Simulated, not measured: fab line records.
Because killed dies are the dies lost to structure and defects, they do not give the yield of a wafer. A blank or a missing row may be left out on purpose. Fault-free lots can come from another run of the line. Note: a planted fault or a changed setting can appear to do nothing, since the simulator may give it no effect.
A lot that was struck, set against a sound lot || flow nand_harc || 14 steps out of a route of 1302
Sound: the wafers L324.2, L324.3, L324.6. Struck: wafer L330.6 (left out: L330.1, a lot-mate that was not struck); the cause follows at the end.
Per side, at each step with rows, come the tool, then ch with its chambers, and then its first start. Under that, the readings that differ: sound wafers || struck wafers || difference of the means || sigmas: that difference in standard deviations of wafers without a fault.
alike: same words and numbers on both sides, and readings whose means sit less than 2 such deviations apart. not compared: any withheld reading, any reading some wafer has no value for, any bound like >300 that may hide the same value, and any number with overlapping values for which the record gives no deviation.
A row with sigmas, a row that says differs or no value, or rows on one side alone: a step with any of these is where the two part. Non-overlapping numbers with no deviation appear without sigmas and do not part them. A reading missing from all wafers of one side parts the sides only when that side holds two or more wafers.

NHARC_A_ZERO_WELL_INSPECT_17:
  sound on defect_inspect-01, day 7 23:53; struck on defect_inspect-02, day 10 22:22
  alike: raw_defect_count
then, 3 steps without rows for these wafers: NHARC_A_SOURCE_PLATE_PRECLEAN_00 (cleans in HF-LAST, time 60 s); NHARC_A_SOURCE_PLATE_SRD_01; NHARC_A_SOURCE_PLATE_OXIDE_02 (material SiO2, target thk 10 nm, ox time 1362 s).
NHARC_A_SOURCE_PLATE_THK_MEAS_09: measures by ellipsometry.
  sound on film_metro-01, day 8 06:46; struck on film_metro-02, day 11 07:57
{"reading": "thk_nm (nm)", "sound": "11.0 10.2 9.5", "struck": 8.3, "difference": -1.9, "sigmas": -2}
then, 3 steps without rows for these wafers: NHARC_A_SOURCE_PLATE_PVD_04 (deposits WSi2, target thk 50 nm); NHARC_A_SOURCE_PLATE_CVD_03 (deposits poly-Si, target thk 200 nm, time 4000 s); NHARC_A_SOURCE_PLATE_ANNEAL_05 (time 1800 s).
NHARC_A_SOURCE_PLATE_THK_MEAS_06: measures by ellipsometry.
  sound on film_metro-01, day 8 19:20; struck on film_metro-02, day 11 21:04
  alike: thk_nm
NHARC_A_SOURCE_PLATE_INSPECT_08:
  sound on defect_inspect-02, day 8 19:23; struck on defect_inspect-01, day 11 21:08
  alike: raw_defect_count
NHARC_A_ONON_D1_DEP_00: target thk 1000 nm.
  sound on pecvd_onon-01 ch 0, day 8 19:31; struck on pecvd_onon-02 ch 0, day 11 21:13
NHARC_A_ONON_D1_THK_MEAS_02: measures by ellipsometry.
  sound on film_metro-02, day 8 19:58; struck on film_metro-01, day 11 21:43
{"reading": "thk_nm (nm)", "sound": "1004 1004 1005", "struck": 1479, "difference": "+475", "sigmas": "+43"}
then, 1 step without rows for these wafers: NHARC_A_ONON_D1_DEP_03 (target thk 1000 nm).
-- jump in the record: it breaks off in module A_ONON_D1 and resumes in module END (first step shown: number 1302 of the route), and 17 days separate the struck wafers' starts before and after --
NHARC_END_SORT_01:
  at this point the record logs the struck wafers (prober-01 ch 0, day 28 10:46) and has no rows for the sound ones

WHERE THEY PART
At NHARC_A_SOURCE_PLATE_THK_MEAS_09 first; at NHARC_END_SORT_01 last (within this record only).

WHY: what the simulator had put in
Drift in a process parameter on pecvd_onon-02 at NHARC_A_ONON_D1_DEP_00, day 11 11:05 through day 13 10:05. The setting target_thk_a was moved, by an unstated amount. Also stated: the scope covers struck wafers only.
